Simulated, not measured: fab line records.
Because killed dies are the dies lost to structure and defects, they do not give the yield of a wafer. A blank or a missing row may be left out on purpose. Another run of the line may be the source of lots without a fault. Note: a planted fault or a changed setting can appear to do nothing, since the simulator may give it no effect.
Chamber matching || flow n5-finfet || N5_WELL_APT_DESCUM_30 on rie-diel-02: 4 sister chambers
The step chemistry O2, time 7.9 s. 22 wafers are shown with their chamber, then 11 later ones without.

WAFERS, EACH WITH ITS CHAMBER
{"wafer": "L074.2", "chamber": 2, "showerhead-plenum-p-Torr (Torr)": 2.23, "drypump-motor-current-A (A)": 6.1, "throttle-valve-pct (%)": 20.23}
{"wafer": "L074.3", "chamber": 0, "showerhead-plenum-p-Torr (Torr)": 1.98, "drypump-motor-current-A (A)": 5.5, "throttle-valve-pct (%)": 20.31}
{"wafer": "L074.4", "chamber": 1, "showerhead-plenum-p-Torr (Torr)": 2.18, "drypump-motor-current-A (A)": 6.5, "throttle-valve-pct (%)": 20.40}
{"wafer": "L079.1", "chamber": 3, "showerhead-plenum-p-Torr (Torr)": 2.03, "drypump-motor-current-A (A)": 5.8, "throttle-valve-pct (%)": 20.18}
{"wafer": "L079.3", "chamber": 0, "showerhead-plenum-p-Torr (Torr)": 1.98, "drypump-motor-current-A (A)": 5.5, "throttle-valve-pct (%)": 20.33}
{"wafer": "L079.5", "chamber": 3, "showerhead-plenum-p-Torr (Torr)": 2.03, "drypump-motor-current-A (A)": 5.9, "throttle-valve-pct (%)": 20.16}
{"wafer": "L081.1", "chamber": 2, "showerhead-plenum-p-Torr (Torr)": 2.22, "drypump-motor-current-A (A)": 6.1, "throttle-valve-pct (%)": 20.25}
{"wafer": "L081.2", "chamber": 1, "showerhead-plenum-p-Torr (Torr)": 2.17, "drypump-motor-current-A (A)": 6.5, "throttle-valve-pct (%)": 20.42}
{"wafer": "L081.3", "chamber": 3, "showerhead-plenum-p-Torr (Torr)": 2.03, "drypump-motor-current-A (A)": 5.8, "throttle-valve-pct (%)": 20.18}
{"wafer": "L083.2", "chamber": 0, "showerhead-plenum-p-Torr (Torr)": 1.98, "drypump-motor-current-A (A)": 5.5, "throttle-valve-pct (%)": 20.34}
{"wafer": "L083.5", "chamber": 0, "showerhead-plenum-p-Torr (Torr)": 1.98, "drypump-motor-current-A (A)": 5.5, "throttle-valve-pct (%)": 20.35}
{"wafer": "L083.6", "chamber": 3, "showerhead-plenum-p-Torr (Torr)": 2.02, "drypump-motor-current-A (A)": 5.9, "throttle-valve-pct (%)": 20.18}
{"wafer": "L086.3", "chamber": 2, "showerhead-plenum-p-Torr (Torr)": 2.21, "drypump-motor-current-A (A)": 6.1, "throttle-valve-pct (%)": 20.28}
{"wafer": "L086.4", "chamber": 0, "showerhead-plenum-p-Torr (Torr)": 1.98, "drypump-motor-current-A (A)": 5.5, "throttle-valve-pct (%)": 20.37}
{"wafer": "L086.5", "chamber": 2, "showerhead-plenum-p-Torr (Torr)": 2.22, "drypump-motor-current-A (A)": 6.1, "throttle-valve-pct (%)": 20.28}
{"wafer": "L088.2", "chamber": 1, "showerhead-plenum-p-Torr (Torr)": 2.17, "drypump-motor-current-A (A)": 6.5, "throttle-valve-pct (%)": 20.46}
{"wafer": "L088.3", "chamber": 2, "showerhead-plenum-p-Torr (Torr)": 2.21, "drypump-motor-current-A (A)": 6.2, "throttle-valve-pct (%)": 20.28}
{"wafer": "L088.5", "chamber": 3, "showerhead-plenum-p-Torr (Torr)": 2.02, "drypump-motor-current-A (A)": 5.9, "throttle-valve-pct (%)": 20.21}
{"wafer": "L089.1", "chamber": 3, "showerhead-plenum-p-Torr (Torr)": 2.02, "drypump-motor-current-A (A)": 5.9, "throttle-valve-pct (%)": 20.21}
{"wafer": "L089.2", "chamber": 2, "showerhead-plenum-p-Torr (Torr)": 2.21, "drypump-motor-current-A (A)": 6.1, "throttle-valve-pct (%)": 20.28}
{"wafer": "L089.4", "chamber": 1, "showerhead-plenum-p-Torr (Torr)": 2.16, "drypump-motor-current-A (A)": 6.5, "throttle-valve-pct (%)": 20.44}
{"wafer": "L090.1", "chamber": 3, "showerhead-plenum-p-Torr (Torr)": 2.02, "drypump-motor-current-A (A)": 5.9, "throttle-valve-pct (%)": 20.19}

SIGNATURES (averages over the wafers above)
{"reading": "showerhead-plenum-p-Torr", "chamber 0": 1.9800, "chamber 1": 2.1700, "chamber 2": 2.2167, "chamber 3": 2.0243, "scatter within a chamber": 0.00626}
{"reading": "drypump-motor-current-A", "chamber 0": 5.500, "chamber 1": 6.500, "chamber 2": 6.117, "chamber 3": 5.871, "scatter within a chamber": 0.0354}
{"reading": "throttle-valve-pct", "chamber 0": 20.3400, "chamber 1": 20.4300, "chamber 2": 20.2667, "chamber 3": 20.1871, "scatter within a chamber": 0.0214}
Rule: for each reading, subtract the chamber's mean from the wafer's reading, divide by that reading's scatter and square the result; add these up over the readings and take the root, which gives the wafer's distance from the chamber. If the next closest chamber is less than 2 further off than the closest, the wafer can't be placed; otherwise it belongs to the closest. The scatter: the root of (the sum of the squares of (reading less its chamber's mean) over the shown wafers, divided by (wafers less chambers)).

WAFERS WHOSE CHAMBER IS MISSING
{"wafer": "L090.2", "showerhead-plenum-p-Torr (Torr)": 2.21, "drypump-motor-current-A (A)": 6.1, "throttle-valve-pct (%)": 20.29}
{"wafer": "L090.3", "showerhead-plenum-p-Torr (Torr)": 1.97, "drypump-motor-current-A (A)": 5.5, "throttle-valve-pct (%)": 20.36}
{"wafer": "L092.4", "showerhead-plenum-p-Torr (Torr)": 2.21, "drypump-motor-current-A (A)": 6.1, "throttle-valve-pct (%)": 20.30}
{"wafer": "L092.5", "showerhead-plenum-p-Torr (Torr)": 2.16, "drypump-motor-current-A (A)": 6.5, "throttle-valve-pct (%)": 20.48}
{"wafer": "L092.6", "showerhead-plenum-p-Torr (Torr)": 1.97, "drypump-motor-current-A (A)": 5.5, "throttle-valve-pct (%)": 20.36}
{"wafer": "L094.1", "showerhead-plenum-p-Torr (Torr)": 2.21, "drypump-motor-current-A (A)": 6.1, "throttle-valve-pct (%)": 20.29}
{"wafer": "L094.2", "showerhead-plenum-p-Torr (Torr)": 1.97, "drypump-motor-current-A (A)": 5.5, "throttle-valve-pct (%)": 20.37}
{"wafer": "L094.3", "showerhead-plenum-p-Torr (Torr)": 2.02, "drypump-motor-current-A (A)": 5.9, "throttle-valve-pct (%)": 20.23}
{"wafer": "L095.1", "showerhead-plenum-p-Torr (Torr)": 2.21, "drypump-motor-current-A (A)": 6.1, "throttle-valve-pct (%)": 20.30}
{"wafer": "L095.2", "showerhead-plenum-p-Torr (Torr)": 1.97, "drypump-motor-current-A (A)": 5.5, "throttle-valve-pct (%)": 20.37}
{"wafer": "L095.3", "showerhead-plenum-p-Torr (Torr)": 2.16, "drypump-motor-current-A (A)": 6.5, "throttle-valve-pct (%)": 20.49}

WHICH CHAMBER EACH WENT THROUGH
{"wafer": "L090.2", "from the rows above": 2, "in truth": 2}
{"wafer": "L090.3", "from the rows above": 0, "in truth": 0}
{"wafer": "L092.4", "from the rows above": 2, "in truth": 2}
{"wafer": "L092.5", "from the rows above": 1, "in truth": 1}
{"wafer": "L092.6", "from the rows above": 0, "in truth": 0}
{"wafer": "L094.1", "from the rows above": 2, "in truth": 2}
{"wafer": "L094.2", "from the rows above": 0, "in truth": 0}
{"wafer": "L094.3", "from the rows above": 3, "in truth": 3}
{"wafer": "L095.1", "from the rows above": 2, "in truth": 2}
{"wafer": "L095.2", "from the rows above": 0, "in truth": 0}
{"wafer": "L095.3", "from the rows above": 1, "in truth": 1}
Correct placement for 11 of the 11. Not placeable from these rows: 0. Placed wrongly: 0.
